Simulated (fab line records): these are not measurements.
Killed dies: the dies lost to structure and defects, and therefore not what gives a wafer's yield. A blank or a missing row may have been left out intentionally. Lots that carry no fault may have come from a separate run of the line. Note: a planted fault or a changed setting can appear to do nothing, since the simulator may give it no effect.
fab line records	flow n5-finfet
record: lots: 24	wafers: 72	last-day: 19
route steps=1938 shown BEOL_M11@1579 BEOL_M12@1636
lots with no fault: from the same line, run without faults
start-h: the number of hours between the record's first day and the start of the first shown wafer of the lot	wait-h: hours elapsed since this lot's preceding step	" as in the row above	L1.1+2: several wafers, shown together as one row	- either no value or no given start	* or withheld: withheld	< > ~ a bound
route shown NAME@n: NAME is a module with steps in the file, n the number in the route of the first one	usual: average and standard deviation across the fault-free wafers	same: alike in all rows	chamber/n: place in a boat	sites: per-site readings	_std_site: the standard deviation of these	_edge_site: outer sites' mean less inner sites'	radius-mm: for every site, how far away it sits from the centre of the wafer	mask NAME#n: copy n	behind: the tool/chamber that last shaped the wafer	hold: the reason the lot was held/the length of the hold in hours/how it ended	device: which transistor (n, p or np) failed to switch	end of line: the tests these same wafers got at the end of their route	step lacking rows: just its recipe	killed: the dies lost at the first sort to structure and to defects; this is not the yield of the wafer	map: shows each die of a wafer: x if killed, . if not, _ if none is there
set.NAME: setting as actually run; set.NAME@STEP: the setting as run at that earlier step	model.NAME: the simulator's own value behind a step, which no gauge read
route steps across a sampled set of lots; one table per step, one row per wafer
services: a tool's chamber out of use, with start hour (start-h, from the record's first day; less than 0 if before it), hours out, and reason
== steps ==
step: N5_BEOL_M11_ETCH_41
recipe: chemistry: CH3F/O2	target: SiCN	target-depth-a: 426	taper-deg: 2	time-s: 86	ion-energy-ev: 120	mask-material: TiN	pressure-mtorr: 30	source-w: 395	bias-w: 75	Ar_flow_sccm: 150	CH3F_flow_sccm: 30	O2_flow_sccm: 20
usual: drypump-motor-current-A: 5.6/0.41	oes-product-au: 0.78/0.088	rf-vpp-V: 297.4/1.5	showerhead-plenum-p-Torr: 2.00/0.055	throttle-valve-pct: 16.34/0.24
lot.wafer	tool	chamber	start-h	wait-h	drypump-motor-current-A	oes-product-au	rf-hours-counter-h	rf-vpp-V	showerhead-plenum-p-Torr	throttle-valve-pct
L075.1	rie-diel-05	2	-	-	6.2	0.84	76	297.6	2.02	16.01
L075.2	"	1	"	"	5.6	0.72	228	297.7	2.05	16.30
L075.6	"	2	"	"	6.2	0.83	-	299.0	2.02	16.01
L074.2	rie-diel-06	1	-	-	6.5	0.67	244	296.6	1.95	16.39
L074.3	"	0	"	"	5.2	0.79	128	296.3	1.94	16.61
L074.5	"	3	"	"	5.6	0.70	-	298.0	2.06	16.50
L076.1	rie-diel-05	1	-	-	5.6	0.71	232	298.2	2.05	16.30
L076.3	"	0	"	"	5.2	0.82	102	295.5	1.95	16.10
L076.6	"	3	"	"	5.1	0.95	-	297.2	1.98	16.29
L080.2	rie-diel-06	2	-	-	5.6	0.73	201	298.6	2.08	16.47
L080.5	"	2	"	"	5.6	0.73	-	300.8	2.08	16.45
L080.6	"	3	"	"	5.6	0.69	-	298.7	2.06	16.52
L078.1	rie-diel-06	2	-	-	5.7	0.73	203	299.1	2.08	16.45
L078.3	"	3	"	"	5.6	0.69	209	299.0	2.06	16.50
L078.5	"	3	"	"	5.6	0.69	-	299.5	2.06	16.50
L077.1	rie-diel-02	2	-	-	6.1	0.73	188	297.4	1.98	16.32
L077.4	"	1	"	"	5.7	0.79	76	297.4	1.93	16.34
L077.5	"	3	"	"	5.6	0.88	-	296.1	1.94	16.04
L079.1	rie-diel-06	2	-	-	5.6	0.73	206	298.9	2.08	16.47
L079.4	"	3	"	"	5.6	0.70	-	300.1	2.06	16.52
L079.6	"	2	"	"	5.7	0.73	-	298.6	2.08	16.47
L081.1	rie-diel-06	3	-	-	5.6	0.69	219	300.3	2.06	16.53
L081.3	"	2	"	"	5.6	0.73	213	299.1	2.08	16.46
L081.6	"	2	"	"	5.6	0.72	-	299.4	2.08	16.49
L082.2	rie-diel-05	0	-	-	5.2	0.80	115	295.8	1.95	16.15
L082.4	"	1	"	"	5.6	0.70	244	298.8	2.04	16.31
L082.5	"	1	"	"	5.6	0.69	-	297.3	2.04	16.33
L083.1	rie-diel-06	3	-	-	5.6	0.69	224	299.1	2.05	16.55
L083.4	"	1	"	"	6.6	0.96	4	296.4	1.95	15.93
L083.5	"	2	"	"	5.6	0.71	-	298.6	2.08	16.48
L084.1	rie-diel-06	2	-	-	5.6	0.72	218	298.2	2.08	16.49
L084.5	"	3	"	"	5.7	0.69	-	297.8	2.05	16.53
L084.6	"	0	"	"	5.2	0.76	-	294.4	1.93	16.66
L085.1	rie-diel-05	0	-	-	5.2	0.80	126	296.8	1.94	16.13
L085.4	"	2	"	"	6.2	0.81	-	298.3	2.02	16.05
L085.5	"	0	"	"	5.2	0.79	-	296.0	1.94	16.15
L086.1	rie-diel-06	1	-	-	6.5	0.95	9	297.7	1.95	15.95
L086.2	"	2	"	"	5.6	0.72	223	299.6	2.08	16.51
L086.4	"	3	"	"	5.6	0.68	229	298.9	2.05	16.55
L088.2	rie-diel-05	0	-	-	5.3	0.78	129	295.5	1.94	16.15
L088.3	"	3	"	"	5.1	0.89	29	297.7	1.97	16.32
L088.5	"	0	"	"	5.2	0.79	-	296.7	1.94	16.17
L089.1	rie-diel-05	3	-	-	5.1	0.88	31	295.6	1.97	16.34
L089.3	"	2	"	"	6.2	0.80	106	296.7	2.01	16.08
L089.4	"	0	"	"	5.2	0.79	131	294.3	1.94	16.17
L087.1	rie-diel-06	2	-	-	5.6	0.72	229	299.8	2.08	16.53
L087.5	"	3	"	"	5.6	0.67	-	299.3	2.05	16.56
L087.6	"	0	"	"	5.1	0.75	-	295.3	1.93	16.69
L093.2	rie-diel-06	1	-	-	6.6	0.92	14	297.4	1.95	15.96
L093.3	"	2	"	"	5.6	0.70	230	297.6	2.07	16.51
L093.5	"	2	"	"	5.6	0.71	-	297.8	2.07	16.50
L091.1	rie-diel-05	1	-	-	5.6	0.97	6	297.2	2.04	15.95
L091.2	"	2	"	"	6.2	0.79	112	298.6	2.01	16.08
L091.4	"	0	"	"	5.3	0.78	136	296.6	1.94	16.18
L090.4	rie-diel-05	0	-	-	5.3	0.78	137	295.3	1.94	16.18
L090.5	"	0	"	"	5.3	0.78	-	296.1	1.94	16.18
L090.6	"	3	"	"	5.1	0.88	-	295.9	1.97	16.35
L094.1	rie-diel-06	1	-	-	6.6	0.91	18	294.7	1.95	15.97
L094.2	"	2	"	"	5.6	0.70	235	299.2	2.07	16.52
L094.3	"	3	"	"	5.7	0.67	242	297.6	2.05	16.58
L092.4	rie-diel-05	2	-	-	6.2	0.79	115	298.4	2.01	16.09
L092.5	"	3	"	"	5.0	0.87	-	297.4	1.97	16.34
L092.6	"	0	"	"	5.2	0.78	-	296.9	1.94	16.17
L095.1	rie-diel-02	2	-	-	6.1	0.72	217	295.8	1.97	16.38
L095.3	"	3	"	"	5.6	0.84	57	295.9	1.93	16.09
L095.5	"	3	"	"	5.6	0.84	-	296.7	1.93	16.09
L096.1	rie-diel-06	2	-	-	5.6	0.69	243	298.9	2.07	16.56
L096.5	"	2	"	"	5.6	0.69	-	296.8	2.07	16.54
L096.6	"	1	"	"	6.6	0.89	-	297.5	1.94	15.99
L097.1	rie-diel-05	0	-	-	5.2	0.77	153	296.2	1.94	16.22
L097.3	"	1	"	"	5.6	0.92	23	297.9	2.03	15.98
L097.5	"	2	"	"	6.2	0.77	-	297.9	2.01	16.11
step: N5_BEOL_M11_DEGAS_44
recipe: ambient: vacuum	temp-c: 250	time-s: 60
usual: heater-power-w: 329/28	susceptor-temp-C: 249.99/0.18
lot.wafer	tool	chamber	start-h	wait-h	heater-power-w	susceptor-temp-C
L075.1	pvd-sputter-01	-	246.67	0.5	277	249.94
L075.2	"	-	"	"	346	250.13
L075.6	"	-	"	"	349	250.20
L074.2	pvd-sputter-02	-	255.70	0.3	354	249.70
L074.3	"	-	"	"	318	249.69
L074.5	"	-	"	"	318	250.18
L076.1	pvd-sputter-01	-	261.96	0.3	339	250.20
L076.3	"	-	"	"	307	249.83
L076.6	"	-	"	"	342	249.95
L080.2	pvd-sputter-03	-	275.41	0.7	358	250.05
L080.5	"	-	"	"	314	249.73
L080.6	"	-	"	"	350	250.12
L078.1	pvd-sputter-03	-	278.95	0.3	289	250.08
L078.3	"	-	"	"	314	249.65
L078.5	"	-	"	"	295	249.74
L077.1	pvd-sputter-02	-	281.29	2.0	320	250.06
L077.4	"	-	"	"	360	249.84
L077.5	"	-	"	"	357	249.80
L079.1	pvd-sputter-01	-	288.67	1.3	346	250.13
L079.4	"	-	"	"	310	250.11
L079.6	"	-	"	"	348	249.85
L081.1	pvd-sputter-02	-	304.16	0.4	369	250.08
L081.3	"	-	"	"	374	249.80
L081.6	"	-	"	"	374	249.89
L082.2	pvd-sputter-02	-	306.76	1.6	367	250.13
L082.4	"	-	"	"	364	250.30
L082.5	"	-	"	"	317	250.13
L083.1	pvd-sputter-03	-	321.33	0.6	354	249.91
L083.4	"	-	"	"	303	250.14
L083.5	"	-	"	"	349	250.26
L084.1	pvd-sputter-03	-	323.67	0.6	350	249.88
L084.5	"	-	"	"	287	249.90
L084.6	"	-	"	"	318	250.12
L085.1	pvd-sputter-03	-	339.98	0.3	342	249.99
L085.4	"	-	"	"	312	249.77
L085.5	"	-	"	"	315	249.88
L086.1	pvd-sputter-01	-	341.04	1.2	267	249.86
L086.2	"	-	"	"	356	250.11
L086.4	"	-	"	"	340	249.77
L088.2	pvd-sputter-03	-	348.90	1.2	348	249.91
L088.3	"	-	"	"	294	250.06
L088.5	"	-	"	"	353	249.93
L089.1	pvd-sputter-03	-	356.69	0.3	344	249.97
L089.3	"	-	"	"	355	249.80
L089.4	"	-	"	"	311	250.02
L087.1	pvd-sputter-02	-	357.51	0.3	312	250.21
L087.5	"	-	"	"	370	249.78
L087.6	"	-	"	"	357	250.08
L093.2	pvd-sputter-03	-	361.91	0.5	298	249.95
L093.3	"	-	"	"	311	249.99
L093.5	"	-	"	"	290	249.77
L091.1	pvd-sputter-01	-	370.75	0.7	275	250.40
L091.2	"	-	"	"	308	250.21
L091.4	"	-	"	"	324	249.90
L090.4	pvd-sputter-01	-	374.99	1.2	339	250.17
L090.5	"	-	"	"	305	249.98
L090.6	"	-	"	"	339	249.98
L092.4	pvd-sputter-02	-	380.72	0.2	320	249.94
L092.5	"	-	"	"	359	249.98
L092.6	"	-	"	"	374	250.09
L094.1	pvd-sputter-02	-	380.80	0.6	314	249.75
L094.2	"	-	"	"	315	249.87
L094.3	"	-	"	"	362	249.89
L095.1	pvd-sputter-03	-	381.35	0.7	306	249.91
L095.3	"	-	"	"	350	250.30
L095.5	"	-	"	"	299	249.98
L096.1	pvd-sputter-02	-	407.13	0.4	326	250.16
L096.5	"	-	"	"	317	250.25
L096.6	"	-	"	"	311	249.89
L097.1	pvd-sputter-01	-	426.56	0.5	313	250.04
L097.3	"	-	"	"	329	249.90
L097.5	"	-	"	"	341	249.94
step: N5_BEOL_M11_ALD_74
recipe: material: TaN	target-thk-a: 20	temp-c: 275	ald-precursor-family: PDMAT	ald-co-reactant: NH3	pressure-torr: 3	carrier-flow-sccm: 1500	pulse-time-s: 2	purge-time-s: 3	co-reactant-purge-time-s: 2	co-reactant-pulse-time-s: 3	ald-cycles: 40	precursor-vessel-temp-c: 75	precursor-vessel-pressure-torr: 26.25	precursor-vessel-carrier-sccm: 1000
usual: heater-power-w: 430/59	mfc-carrier-sccm: 1500/4.2	susceptor-temp-C: 275.01/0.2
lot.wafer	tool	chamber	start-h	wait-h	heater-power-w	mfc-carrier-sccm	susceptor-temp-C
L075.1	ald-metal-01	0	247.00	0.3	400	1499	275.08
L075.2	"	3	"	"	388	1502	274.97
L075.6	"	2	"	"	475	1499	274.94
L074.2	ald-metal-04	3	255.80	0.0	394	1510	275.24
L074.3	"	0	"	"	345	1503	275.16
L074.5	"	0	"	"	353	1502	275.06
L076.1	ald-metal-04	0	262.06	0.0	357	1496	275.28
L076.3	"	3	"	"	396	1500	275.26
L076.6	"	0	"	"	338	1494	275.05
L080.2	ald-metal-01	3	275.51	0.0	377	1494	274.89
L080.5	"	1	"	"	558	1505	275.07
L080.6	"	2	"	"	471	1500	275.24
L078.1	ald-metal-01	1	279.05	0.0	543	1494	274.88
L078.3	"	2	"	"	467	1504	275.15
L078.5	"	2	"	"	467	1505	275.28
L077.1	ald-metal-02	2	281.39	0.0	413	1501	275.03
L077.4	"	0	"	"	411	1507	275.22
L077.5	"	0	"	"	421	1494	274.96
L079.1	ald-metal-01	2	289.00	0.3	471	1505	274.78
L079.4	"	1	"	"	554	1497	274.94
L079.6	"	3	"	"	377	1500	275.22
L081.1	ald-metal-02	0	304.32	0.1	409	1503	274.86
L081.3	"	1	"	"	471	1502	274.77
L081.6	"	2	"	"	408	1503	274.92
L082.2	ald-metal-04	0	306.86	0.0	346	1495	275.18
L082.4	"	1	"	"	442	1503	275.08
L082.5	"	3	"	"	393	1507	274.80
L083.1	ald-metal-02	1	321.45	0.1	481	1498	275.11
L083.4	"	2	"	"	412	1503	274.93
L083.5	"	3	"	"	434	1498	274.80
L084.1	ald-metal-01	3	323.77	0.0	388	1501	274.73
L084.5	"	1	"	"	554	1502	275.18
L084.6	"	3	"	"	375	1490	274.58
L085.1	ald-metal-01	2	340.10	0.1	464	1501	275.13
L085.4	"	0	"	"	397	1495	275.66
L085.5	"	3	"	"	393	1504	274.90
L086.1	ald-metal-02	0	341.14	0.0	416	1501	274.90
L086.2	"	1	"	"	484	1498	275.12
L086.4	"	2	"	"	411	1500	275.03
L088.2	ald-metal-01	0	349.02	0.1	395	1499	274.98
L088.3	"	2	"	"	473	1501	275.05
L088.5	"	1	"	"	549	1496	274.72
L089.1	ald-metal-01	2	356.80	0.0	470	1499	274.89
L089.3	"	0	"	"	396	1494	274.63
L089.4	"	1	"	"	545	1499	275.01
L087.1	ald-metal-04	1	357.61	0.0	423	1491	274.66
L087.5	"	3	"	"	373	1507	275.06
L087.6	"	2	"	"	428	1503	275.31
L093.2	ald-metal-04	0	362.01	0.0	341	1504	275.01
L093.3	"	1	"	"	416	1500	274.99
L093.5	"	1	"	"	415	1498	274.99
L091.1	ald-metal-04	1	370.87	0.1	423	1502	274.83
L091.2	"	3	"	"	358	1498	274.80
L091.4	"	2	"	"	418	1489	275.09
L090.4	ald-metal-01	1	375.09	0.0	537	1504	275.01
L090.5	"	2	"	"	464	1497	275.08
L090.6	"	1	"	"	548	1502	274.98
L092.4	ald-metal-04	3	380.84	0.1	358	1504	274.95
L092.5	"	0	"	"	333	1499	274.73
L092.6	"	3	"	"	361	1501	274.96
L094.1	ald-metal-01	0	380.90	0.0	396	1504	275.17
L094.2	"	3	"	"	385	1501	275.36
L094.3	"	2	"	"	476	1499	274.87
L095.1	ald-metal-04	0	381.55	0.1	335	1501	275.13
L095.3	"	1	"	"	416	1502	275.11
L095.5	"	3	"	"	371	1495	275.01
L096.1	ald-metal-02	1	407.37	0.2	481	1494	275.19
L096.5	"	3	"	"	445	1498	274.89
L096.6	"	2	"	"	404	1502	274.96
L097.1	ald-metal-02	0	426.71	0.1	424	1506	274.89
L097.3	"	1	"	"	482	1504	274.84
L097.5	"	0	"	"	404	1501	274.88
step: N5_BEOL_M11_THK_MEAS_53
recipe: thk-meas-gauge: xrf	reads: Cu_of_BEOL_M11_ECD_50
usual: M11_THK: 142/3.4
lot.wafer	tool	chamber	start-h	wait-h	M11_THK[nm]
L075.1	film-metro-02	-	250.11	-	144
L075.2	"	-	"	"	144
L075.6	"	-	"	"	145
L074.2	film-metro-02	-	257.45	-	143
L074.3	"	-	"	"	146
L074.5	"	-	"	"	137
L076.1	film-metro-01	-	265.06	-	143
L076.3	"	-	"	"	144
L076.6	"	-	"	"	143
L080.2	film-metro-01	-	277.34	-	139
L080.5	"	-	"	"	139
L080.6	"	-	"	"	137
L078.1	film-metro-01	-	281.30	-	142
L078.3	"	-	"	"	139
L078.5	"	-	"	"	136
L077.1	film-metro-02	-	282.78	-	144
L077.4	"	-	"	"	139
L077.5	"	-	"	"	143
L079.1	film-metro-01	-	290.37	-	144
L079.4	"	-	"	"	139
L079.6	"	-	"	"	142
L081.1	film-metro-02	-	306.90	-	139
L081.3	"	-	"	"	141
L081.6	"	-	"	"	143
L082.2	film-metro-01	-	308.37	-	145
L082.4	"	-	"	"	144
L082.5	"	-	"	"	144
L083.1	film-metro-02	-	323.24	-	139
L083.4	"	-	"	"	148
L083.5	"	-	"	"	140
L084.1	film-metro-01	-	325.25	-	140
L084.5	"	-	"	"	137
L084.6	"	-	"	"	141
L086.1	film-metro-02	-	343.04	-	144
L086.2	"	-	"	"	141
L086.4	"	-	"	"	139
L085.1	film-metro-02	-	343.15	-	145
L085.4	"	-	"	"	147
L085.5	"	-	"	"	145
L088.2	film-metro-01	-	350.69	-	143
L088.3	"	-	"	"	144
L088.5	"	-	"	"	143
L089.1	film-metro-01	-	358.15	-	143
L089.3	"	-	"	"	142
L089.4	"	-	"	"	141
L087.1	film-metro-01	-	360.78	-	142
L087.5	"	-	"	"	135
L087.6	"	-	"	"	144
L093.2	film-metro-01	-	363.64	-	145
L093.3	"	-	"	"	142
L093.5	"	-	"	"	141
L091.1	film-metro-02	-	372.29	-	145
L091.2	"	-	"	"	144
L091.4	"	-	"	"	145
L090.4	film-metro-02	-	376.53	-	145
L090.5	"	-	"	"	145
L090.6	"	-	"	"	143
L092.4	film-metro-01	-	383.17	-	147
L092.5	"	-	"	"	145
L092.6	"	-	"	"	145
L094.1	film-metro-01	-	383.40	-	143
L094.2	"	-	"	"	138
L094.3	"	-	"	"	132
L095.1	film-metro-01	-	383.98	-	142
L095.3	"	-	"	"	148
L095.5	"	-	"	"	145
L096.1	film-metro-02	-	408.87	-	142
L096.5	"	-	"	"	143
L096.6	"	-	"	"	146
L097.1	film-metro-01	-	428.21	-	140
L097.3	"	-	"	"	145
L097.5	"	-	"	"	143
step: N5_BEOL_M12_ETCH_67
recipe: chemistry: CF4	target: SiARC	target-depth-a: 1430	time-s: 238.3	ion-energy-ev: 80	pressure-mtorr: 40	source-w: 545	bias-w: 36	Ar_flow_sccm: 100	cf4-flow-sccm: 100	ends: cleared
usual: drypump-motor-current-A: 5.5/0.4	etch-rf-on-time-s: 237/6.5	oes-product-au: 0.69/0.053	rf-vpp-V: 184.1/1.2	showerhead-plenum-p-Torr: 2.15/0.08	throttle-valve-pct: 15.58/0.17
lot.wafer	tool	chamber	start-h	wait-h	drypump-motor-current-A	etch-rf-on-time-s	oes-product-au	rf-hours-counter-h	rf-vpp-V	showerhead-plenum-p-Torr	throttle-valve-pct
L075.1	rie-diel-03	2	252.06	0.0	5.6	237	0.63	146	182.8	2.05	15.69
L075.2	"	1	"	"	5.3	232	0.74	58	185.3	2.26	15.23
L075.6	"	2	"	"	5.6	237	0.64	-	182.5	2.05	15.69
L074.2	rie-diel-04	0	259.81	0.0	5.1	234	0.77	13	185.0	2.10	15.54
L074.3	"	3	"	"	5.9	233	0.76	34	186.6	2.26	15.58
L074.5	"	1	"	"	6.5	235	0.72	-	183.7	2.09	15.87
L076.1	rie-diel-04	3	266.94	0.0	5.8	232	0.76	36	183.9	2.26	15.60
L076.3	"	1	"	"	6.5	228	0.72	78	182.4	2.09	15.88
L076.6	"	1	"	"	6.5	229	0.73	-	184.3	2.09	15.89
L080.2	rie-diel-01	3	279.27	0.0	4.9	233	0.74	66	184.1	2.17	15.44
L080.5	"	3	"	"	5.0	235	0.73	-	183.8	2.17	15.44
L080.6	"	2	"	"	5.9	230	0.81	-	185.4	2.28	15.49
L078.1	rie-diel-03	3	283.25	0.0	5.5	247	0.63	121	185.3	2.24	15.53
L078.3	"	2	"	"	5.5	238	0.62	154	184.3	2.05	15.72
L078.5	"	0	"	"	5.3	246	0.62	-	183.0	2.06	15.68
L077.1	rie-diel-03	2	284.78	0.0	5.5	238	0.63	155	185.3	2.05	15.72
L077.4	"	0	"	"	5.3	247	0.63	164	180.9	2.06	15.69
L077.5	"	3	"	"	5.5	251	0.64	-	185.5	2.24	15.53
L079.1	rie-diel-01	2	292.14	0.0	5.9	230	0.80	22	184.5	2.27	15.48
L079.4	"	1	"	"	5.2	234	0.73	41	185.1	2.18	15.43
L079.6	"	2	"	"	6.0	229	0.80	-	185.5	2.27	15.49
L081.1	rie-diel-04	0	308.85	0.0	5.1	238	0.74	29	183.9	2.10	15.56
L081.3	"	2	"	"	5.4	245	0.65	134	184.6	2.15	15.36
L081.6	"	1	"	"	6.5	228	0.71	-	183.4	2.09	15.92
L082.2	rie-diel-04	3	310.15	0.0	5.9	237	0.73	52	185.7	2.26	15.63
L082.4	"	1	"	"	6.5	232	0.71	91	182.4	2.09	15.91
L082.5	"	2	"	"	5.4	251	0.65	-	185.2	2.14	15.36
L083.1	rie-diel-04	3	325.28	0.0	5.8	234	0.73	55	183.8	2.26	15.62
L083.4	"	3	"	"	5.9	232	0.73	-	185.2	2.26	15.62
L083.5	"	1	"	"	6.5	229	0.70	-	185.1	2.09	15.93
L084.1	rie-diel-01	3	327.48	0.0	4.9	237	0.71	83	184.0	2.16	15.47
L084.5	"	3	"	"	4.9	235	0.72	-	184.5	2.17	15.47
L084.6	"	2	"	"	5.9	234	0.78	-	185.0	2.27	15.50
L086.1	rie-diel-03	3	344.82	0.0	5.5	248	0.62	140	185.6	2.23	15.57
L086.2	"	1	"	"	5.3	227	0.72	91	185.4	2.25	15.27
L086.4	"	2	"	"	5.6	231	0.62	176	184.0	2.04	15.75
L085.1	rie-diel-01	2	344.96	0.0	5.9	236	0.75	40	186.6	2.27	15.51
L085.4	"	1	"	"	5.2	235	0.70	59	183.5	2.18	15.49
L085.5	"	1	"	"	5.2	235	0.71	-	185.8	2.18	15.48
L088.2	rie-diel-01	3	352.39	0.0	5.0	236	0.70	93	184.9	2.16	15.51
L088.3	"	1	"	"	5.2	235	0.70	61	184.3	2.18	15.47
L088.5	"	1	"	"	5.2	234	0.71	-	184.7	2.18	15.49
L089.1	rie-diel-04	0	360.13	0.0	5.1	232	0.72	47	184.4	2.09	15.60
L089.3	"	3	"	"	5.9	232	0.72	69	185.6	2.25	15.66
L089.4	"	2	"	"	5.4	244	0.65	143	185.8	2.14	15.39
L087.1	rie-diel-03	0	362.86	0.0	5.4	245	0.61	192	183.1	2.05	15.73
L087.5	"	2	"	"	5.6	235	0.61	-	184.4	2.04	15.77
L087.6	"	1	"	"	5.3	232	0.71	-	185.7	2.25	15.29
L093.2	rie-diel-03	3	365.86	0.0	5.4	247	0.62	147	185.3	2.23	15.59
L093.3	"	0	"	"	5.4	248	0.60	193	182.8	2.05	15.74
L093.5	"	3	"	"	5.5	246	0.63	-	185.4	2.23	15.60
L091.1	rie-diel-03	3	373.95	0.0	5.5	245	0.63	149	183.2	2.23	15.58
L091.2	"	1	"	"	5.3	229	0.70	100	185.0	2.24	15.31
L091.4	"	0	"	"	5.4	247	0.60	196	183.7	2.05	15.75
L090.4	rie-diel-03	3	378.34	0.1	5.5	245	0.62	-	184.7	2.23	15.60
L090.5	"	0	"	"	5.3	246	0.60	-	182.6	2.05	15.75
L090.6	"	1	"	"	5.3	229	0.70	-	184.3	2.24	15.32
L092.4	rie-diel-01	3	384.95	0.0	4.9	237	0.69	105	185.3	2.16	15.53
L092.5	"	0	"	"	5.5	239	0.68	-	182.4	2.09	15.60
L092.6	"	3	"	"	5.0	236	0.69	-	184.1	2.16	15.55
L094.1	rie-diel-04	1	385.37	0.0	6.5	230	0.69	116	181.4	2.08	15.95
L094.2	"	3	"	"	5.9	231	0.72	76	186.6	2.25	15.66
L094.3	"	0	"	"	5.1	233	0.71	54	184.6	2.09	15.60
L095.1	rie-diel-01	0	385.72	0.0	5.5	237	0.67	89	184.1	2.09	15.61
L095.3	"	3	"	"	5.0	236	0.69	105	184.6	2.16	15.52
L095.5	"	3	"	"	4.9	235	0.70	-	183.5	2.16	15.54
L096.1	rie-diel-04	3	410.78	0.0	5.9	235	0.70	85	185.3	2.25	15.69
L096.5	"	0	"	"	5.1	235	0.69	-	184.0	2.09	15.62
L096.6	"	3	"	"	5.9	231	0.71	-	183.7	2.25	15.67
L097.1	rie-diel-03	3	430.25	0.0	5.5	243	0.61	170	184.3	2.22	15.63
L097.3	"	0	"	"	5.3	245	0.60	216	181.4	2.04	15.78
L097.5	"	1	"	"	5.3	229	0.69	-	186.1	2.24	15.33
step: N5_BEOL_M12_STRIP_37
recipe: chemistry: N2/H2	power-w: 1000	temp-c: 250	h2-frac: 0.65	overash-fraction: 0.3	pressure-mtorr: withheld	n2-flow-sccm: 1750	h2-flow-sccm: 3250
usual: drypump-motor-current-A: 5.2/0.39	heater-power-w: 311/12	oes-product-au: 0.791/0.01
same: overash-fraction: 0.3
lot.wafer	tool	chamber	start-h	wait-h	drypump-motor-current-A	heater-power-w	oes-product-au	rf-hours-counter-h
L075.1	plasma-asher-02	1	252.58	0.0	4.7	292	0.792	128
L075.2	"	0	"	"	5.2	318	0.767	128
L075.6	"	1	"	"	4.7	302	0.786	-
L074.2	plasma-asher-02	0	260.33	0.0	5.2	321	0.792	129
L074.3	"	0	"	"	5.2	323	0.789	-
L074.5	"	1	"	"	4.7	299	0.787	-
L076.1	plasma-asher-02	0	267.46	0.0	5.2	313	0.781	130
L076.3	"	1	"	"	4.7	306	0.801	-
L076.6	"	1	"	"	4.7	300	0.793	-
L080.2	plasma-asher-02	1	279.79	0.0	4.7	299	0.786	132
L080.5	"	0	"	"	5.2	318	0.802	-
L080.6	"	1	"	"	4.7	290	0.779	-
L078.1	plasma-asher-01	1	283.77	0.0	5.9	315	0.799	74
L078.3	"	1	"	"	5.9	315	0.788	-
L078.5	"	1	"	"	5.9	311	0.782	-
L077.1	plasma-asher-02	0	285.30	0.0	5.2	318	0.782	133
L077.4	"	0	"	"	5.2	315	0.781	-
L077.5	"	1	"	"	4.7	298	0.780	-
L079.1	plasma-asher-01	0	292.67	0.0	5.2	327	0.776	77
L079.4	"	1	"	"	5.9	310	0.796	-
L079.6	"	1	"	"	5.9	320	0.791	-
L081.1	plasma-asher-02	0	309.37	0.0	5.2	313	0.798	138
L081.3	"	0	"	"	5.2	318	0.798	-
L081.6	"	1	"	"	4.7	295	0.783	-
L082.2	plasma-asher-01	0	310.67	0.0	5.3	337	0.791	80
L082.4	"	0	"	"	5.2	329	0.792	-
L082.5	"	0	"	"	5.2	330	0.790	-
L083.1	plasma-asher-02	0	326.09	0.3	5.2	317	0.800	143
L083.4	"	0	"	"	5.2	327	0.794	-
L083.5	"	1	"	"	4.7	293	0.794	-
L084.1	plasma-asher-02	1	328.00	0.0	4.7	289	0.788	143
L084.5	"	1	"	"	4.7	299	0.786	-
L084.6	"	0	"	"	5.2	322	0.782	-
L086.1	plasma-asher-01	0	345.34	0.0	5.2	314	0.772	84
L086.2	"	1	"	"	5.9	324	0.777	84
L086.4	"	0	"	"	5.2	328	0.814	-
L085.1	plasma-asher-02	0	345.48	0.0	5.3	314	0.789	147
L085.4	"	0	"	"	5.3	314	0.764	-
L085.5	"	1	"	"	4.7	290	0.799	-
L088.2	plasma-asher-01	1	352.91	0.0	5.9	312	0.782	85
L088.3	"	0	"	"	5.2	332	0.788	-
L088.5	"	0	"	"	5.2	322	0.795	-
L089.1	plasma-asher-02	1	360.65	0.0	4.7	296	0.788	151
L089.3	"	1	"	"	4.7	295	0.798	-
L089.4	"	0	"	"	5.2	321	0.803	-
L087.1	plasma-asher-01	0	363.39	0.0	5.2	320	0.791	87
L087.5	"	1	"	"	5.9	320	0.809	-
L087.6	"	0	"	"	5.3	325	0.799	-
L093.2	plasma-asher-02	1	366.39	0.0	4.7	297	0.802	152
L093.3	"	0	"	"	5.3	312	0.782	-
L093.5	"	1	"	"	4.7	292	0.798	-
L091.1	plasma-asher-02	1	374.47	0.0	4.7	290	0.795	153
L091.2	"	0	"	"	5.3	322	0.781	153
L091.4	"	0	"	"	5.3	324	0.792	-
L090.4	plasma-asher-01	1	378.81	0.1	5.9	314	0.797	-
L090.5	"	1	"	"	5.9	312	0.794	-
L090.6	"	0	"	"	5.2	326	0.764	-
L092.4	plasma-asher-02	0	385.49	0.1	5.2	312	0.786	-
L092.5	"	1	"	"	4.7	300	0.775	-
L092.6	"	0	"	"	5.2	318	0.802	-
L094.1	plasma-asher-02	0	385.94	0.1	5.2	317	0.785	156
L094.2	"	1	"	"	4.7	291	0.788	156
L094.3	"	1	"	"	4.7	301	0.798	-
L095.1	plasma-asher-02	1	386.29	0.1	4.7	303	0.804	156
L095.3	"	0	"	"	5.2	325	0.803	-
L095.5	"	1	"	"	4.7	297	0.814	-
L096.1	plasma-asher-02	0	411.30	0.0	5.2	315	0.786	160
L096.5	"	0	"	"	5.2	317	0.793	-
L096.6	"	1	"	"	4.7	291	0.795	-
L097.1	plasma-asher-02	0	430.77	0.0	5.3	317	0.802	164
L097.3	"	0	"	"	5.3	320	0.791	-
L097.5	"	1	"	"	4.7	298	0.787	-
== services ==
tool	chamber	start-h	hours	kind
ald-metal-04	2	227.97	5.6	repair
pvd-sputter-02	-	229.10	4.9	repair
ald-metal-04	3	236.81	5.7	repair
rie-diel-01	2	246.55	8.5	repair
rie-diel-05	2	260.27	5.0	repair
pvd-sputter-01	-	264.67	2.1	repair
ald-metal-01	0	268.20	23.7	repair
ald-metal-01	3	283.16	4.9	repair
rie-diel-01	1	287.24	4.2	repair
rie-diel-06	-	295.07	0.1	repair
rie-diel-03	3	307.29	5.7	repair
plasma-asher-01	-	316.02	11.0	repair
ald-metal-01	0	317.71	9.4	repair
rie-diel-05	3	319.91	10.7	repair
rie-diel-04	2	323.48	19.8	repair
ald-metal-04	-	337.25	14.0	pm
rie-diel-05	-	361.43	1.6	repair
rie-diel-03	1	365.16	4.2	repair
rie-diel-01	-	366.85	0.9	repair
rie-diel-03	2	375.72	4.9	repair
rie-diel-04	-	381.01	2.8	pm
plasma-asher-02	-	391.43	6.7	repair
ald-metal-04	0	404.21	8.5	repair
rie-diel-06	1	410.30	9.1	repair
== key ==
fault none
